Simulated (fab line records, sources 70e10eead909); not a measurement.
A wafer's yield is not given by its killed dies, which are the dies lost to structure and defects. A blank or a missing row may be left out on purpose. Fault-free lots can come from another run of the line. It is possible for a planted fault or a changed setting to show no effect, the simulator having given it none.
Matching of chambers | flow nand harc | 3 sister chambers for NHARC_P_M2_PRE_CLEAN_32 on pecvd-02
The step time 12 s. 6 wafers are shown with their chamber, then 12 later ones without.

## WAFERS, EACH WITH ITS CHAMBER
wafer  | chamber | heater power w (W)
L086.6 | 1       | 628
L090.2 | 1       | 653
L090.6 | 2       | 603
L091.1 | 2       | 610
L091.3 | 0       | 657
L091.6 | 0       | 676

## WAFERS WITH NO CHAMBER GIVEN
wafer  | heater power w (W)
L093.1 | 650
L093.5 | 637
L093.6 | 633
L095.1 | 591
L095.3 | 603
L095.4 | 711
L094.1 | 559
L094.2 | 671
L094.4 | 709
L097.2 | 664
L097.4 | 658
L097.5 | 675

## THE CHAMBER EACH PASSED THROUGH
wafer  | from the rows above          | in truth
L093.1 | can't be placed: 1 or 0      | 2
L093.5 | can't be placed: 1 or 0      | 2
L093.6 | can't be placed: 1 or 2 or 0 | 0
L095.1 | 2                            | 2
L095.3 | 2                            | 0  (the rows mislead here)
L095.4 | can't be placed: 0 or 1      | 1
L094.1 | 2                            | 2
L094.2 | can't be placed: 0 or 1      | 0
L094.4 | can't be placed: 0 or 1      | 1
L097.2 | can't be placed: 0 or 1      | 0
L097.4 | can't be placed: 0 or 1      | 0
L097.5 | can't be placed: 0 or 1      | 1
Correctly placed: 2 of 12. These rows do not allow placing 9 (true chamber among the candidates in 7). Wrongly placed: 1.
How it was worked out, from the rows above alone: a wafer's distance from a chamber is the root of the sum, over the readings, of the square of ((its reading less the chamber's mean) divided by the reading's scatter). If the next closest chamber is less than 2 further off than the closest, the wafer can't be placed; otherwise it belongs to the closest. Each chamber's mean is taken over the wafers shown for it. How the scatter is found: for the shown wafers, subtract from each reading the mean of its chamber, square and add these, divide the total by (wafers less chambers), then take the root.
